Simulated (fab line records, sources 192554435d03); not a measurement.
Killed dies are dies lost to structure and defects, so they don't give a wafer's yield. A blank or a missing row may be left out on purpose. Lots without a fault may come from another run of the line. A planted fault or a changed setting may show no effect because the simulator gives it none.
Which tool did it? | flow n5_finfet | 10 lots, 30 wafers sampled, at 2 steps of a route of 1938

WHAT THE GAUGES READ, wafer by wafer
N5_MIM_TOP_LITHO_OVL_MEAS_11.
lot  | measured     | on         | MIM_TOP_OVL (nm)
L307 | day 12 08:44 | overlay-02 | 3 -6 1
L306 | day 12 05:06 | overlay-01 | 2 3 2
L308 | day 12 02:40 | overlay-02 | 2 -4 4
L309 | day 12 22:10 | overlay-01 | 0 5 -2
L310 | day 12 23:41 | overlay-01 | 10 4 8
L311 | day 13 09:44 | overlay-01 | 1 -2 7
L312 | day 13 10:49 | overlay-02 | -8 -7 1
L324 | day 17 03:00 | overlay-01 | 5 7 0
L326 | day 16 21:16 | overlay-02 | 8 7 3
L327 | day 17 03:02 | overlay-02 | -3 -2 4

WHICH TOOL RAN EACH LOT (tool, then ch and the chambers of the sampled wafers, then the start)
lot  | N5_BEOL_M2_SPUTTER_48
L307 | pvd_sputter-03, day 7 02:29
L306 | pvd_sputter-02, day 7 03:55
L308 | pvd_sputter-02, day 7 08:02
L309 | pvd_sputter-02, day 7 19:02
L310 | pvd_sputter-02, day 7 22:13
L311 | pvd_sputter-01, day 8 04:27
L312 | pvd_sputter-02, day 8 11:25
L324 | pvd_sputter-02, day 11 04:55
L326 | pvd_sputter-03, day 11 13:11
L327 | pvd_sputter-03, day 12 05:00
- N5_BEOL_M2_SPUTTER_48: material Cu, target thk 4.5 nm, time 8.29 s.

WHAT THE TOOLS THEMSELVES READ (means of the sampled wafers that have a number; where no wafer has one, the mark that the record gives instead)
N5_BEOL_M2_SPUTTER_48.
lot  | tool           | throttle_valve_pct (%)
L307 | pvd_sputter-03 | 29.9
L306 | pvd_sputter-02 | 29.5
L308 | pvd_sputter-02 | 30.2
L309 | pvd_sputter-02 | 29.7
L310 | pvd_sputter-02 | 30.0
L311 | pvd_sputter-01 | 30.1
L312 | pvd_sputter-02 | 30.7
L324 | pvd_sputter-02 | 29.5
L326 | pvd_sputter-03 | 30.1
L327 | pvd_sputter-03 | 30.7

THE ANSWER, worked out from the rows above alone
Rule: what is usual is taken from the lots themselves. Put in order of their means at a reading, lots are off if they are a third of the lots or fewer, leave a main group of 4 or more, and stand apart from it by a gap of 3 or more times the standard deviation of the main group's means; of several such gaps the widest counts. A main group whose means are all the same, to the digits that the tables above print for the reading, isn't used. A lot without any number at a reading at which 4 lots or more have one is off too. The other lots that the step has rows for count as sound. The gauges are gone through in route order, then the tools' own readings, and for those a lot's mean is taken as printed above. The first step at which some lot is off is used, and at that step the reading that is off furthest; a lot without a number counts as furthest.
No lot is off at any reading shown: from this, nothing can be told.

WHAT THE SIMULATOR HAD PUT IN
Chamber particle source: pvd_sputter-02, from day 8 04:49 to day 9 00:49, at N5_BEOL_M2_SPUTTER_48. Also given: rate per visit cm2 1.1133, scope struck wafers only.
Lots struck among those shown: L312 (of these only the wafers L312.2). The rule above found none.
